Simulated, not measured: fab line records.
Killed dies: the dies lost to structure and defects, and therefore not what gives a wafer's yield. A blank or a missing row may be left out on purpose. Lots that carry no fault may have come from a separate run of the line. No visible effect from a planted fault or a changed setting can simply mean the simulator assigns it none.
Comparing a struck lot with a sound one || flow nand_harc || 17 out of 1302 route steps
Sound: wafers L633.2, L633.3, L633.6. Struck: wafer L640.4 (left out: L640.1, a lot-mate that was not struck); the cause follows at the end.
Each step with rows lists, per side, the tool, then ch with its chambers, then its first start. Under that, the readings that differ: sound wafers || struck wafers || difference of the means || sigmas: that difference in standard deviations of wafers without a fault.
alike: words and numbers the same on both sides, and readings whose means are apart by under 2 such deviations; not compared: readings that were withheld, readings missing a value for some wafer, numbers with overlapping values and no deviation given by the record, and bounds like >300 which may hide the same value.
The two part at a step that has a row with sigmas, a row that says differs or no value, or rows on one side only. Numbers that don't overlap but have no deviation are shown without sigmas and don't part them. Lack of a reading on every wafer of one side parts them only where that side has two or more wafers.

NHARC_A_M0_OVL_MEAS_10: pitch 160 nm.
  sound: overlay-02 at day 24 01:23; struck: overlay-01 at day 26 13:56
{"reading": "overlay_y_nm (nm)", "sound": "-0.4 -0.3 -0.4", "struck": 1.0, "difference": "+1.4", "sigmas": "+2"}
  alike: overlay_x_nm
NHARC_A_M0_INSPECT_11:
  sound: defect_inspect-02 at day 24 01:25; struck: defect_inspect-02 at day 26 13:58
  alike: raw_defect_count
NHARC_A_M0_DESCUM_14: chemistry O2, time 3 s.
  sound on rie_diel-04 ch 2,3, day 24 01:29; struck on rie_diel-02 ch 0, day 26 14:02
  alike: drypump_motor_current_A, mfc_ar_sccm, oes_product_au, rf_vpp_V, showerhead_plenum_p_Torr, throttle_valve_pct
  not compared: rf_hours_counter_h
then, 1 step without rows for these wafers: NHARC_A_M0_ETCH_34 (etches the open film in N2/H2, target depth 40 nm, overetch 12 nm, time 43.94 s).
NHARC_A_M0_ETCH_15: etches the open film in C4F8/Ar, target depth 150 nm, overetch 15 nm, time 82.5 s.
  sound: rie_diel-04 ch 0,1,3; struck: rie_diel-02 ch 0
  alike: oes_product_au, rf_vpp_V
  not compared: rf_hours_counter_h
NHARC_A_M0_CD_MEAS_16:
  sound: cd_sem-02 at day 24 01:47; struck: cd_sem-02 at day 26 14:20
  alike: cd_nm
NHARC_A_M0_STRIP_18: strips in N2/H2.
  sound on rie_diel-02 ch 0,2,3, day 24 01:52; struck on rie_diel-02 ch 2, day 26 14:25
{"reading": "n2_flow_sccm (sccm)", "sound": "150.5 150.7 150.6", "struck": 149.4, "difference": -1.2, "sigmas": -3}
  alike: drypump_motor_current_A, h2_flow_sccm, mfc_ar_sccm, oes_product_au, rf_vpp_V, showerhead_plenum_p_Torr, throttle_valve_pct
  not compared: rf_hours_counter_h
then, 1 step without rows for these wafers: NHARC_A_M0_STRIP_19 (strips in post etch residue remover, time 600 s).
NHARC_A_M0_DEGAS_28: time 60 s.
  sound: pvd_sputter-03 at day 24 02:24; struck: pvd_sputter-02 at day 26 14:58
  alike: heater_power_w
then, 1 step without rows for these wafers: NHARC_A_M0_PRE_CLEAN_29 (time 30 s).
NHARC_A_M0_PVD_20: deposits TaN, target thk 5 nm, time 8.06 s.
  sound on pvd_sputter-03; struck on pvd_sputter-02
  alike: bias_v, throttle_valve_pct
then, 1 step without rows for these wafers: NHARC_A_M0_PVD_21 (deposits Cu, target thk 30 nm, time 20.49 s).
NHARC_A_M0_ECD_22: material Cu, target thk 400 nm.
  sound on ecd_cu-01 ch 0, day 24 02:46; struck on ecd_cu-01 ch 0,1, day 26 15:19
then, 1 step without rows for these wafers: NHARC_A_M0_ANNEAL_30 (time 90 s).
NHARC_A_M0_CMP_23: polishes, t overpolish 20 s, target thk 113.75 nm.
  sound on cmp-02 ch 0,2,3, day 24 03:29; struck on cmp-04 ch 3, day 26 16:01
{"reading": "motor_current_A (A)", "sound": "10.9 14.6 14.4", "struck": 9.5, "difference": -3.8, "sigmas": -2}
{"reading": "time_to_endpoint_s (s)", "sound": "27.4 28.0 29.1", "struck": 13.0, "difference": -15.2, "sigmas": -7}
  alike: edge_zone_pressure_frac
NHARC_A_M0_THK_MEAS_24: measures by xrf.
  sound: film_metro-01 at day 24 03:47; struck: film_metro-02 at day 26 16:20
  alike: thk_nm
then, 1 step without rows for these wafers: NHARC_END_SORT_01.

== WHERE THEY PART ==
Last at NHARC_A_M0_CMP_23 as far as this record goes, first at NHARC_A_M0_OVL_MEAS_10. Later steps at which nothing parts them and some readings are alike: NHARC_A_M0_THK_MEAS_24.

WHY: what the simulator had put in
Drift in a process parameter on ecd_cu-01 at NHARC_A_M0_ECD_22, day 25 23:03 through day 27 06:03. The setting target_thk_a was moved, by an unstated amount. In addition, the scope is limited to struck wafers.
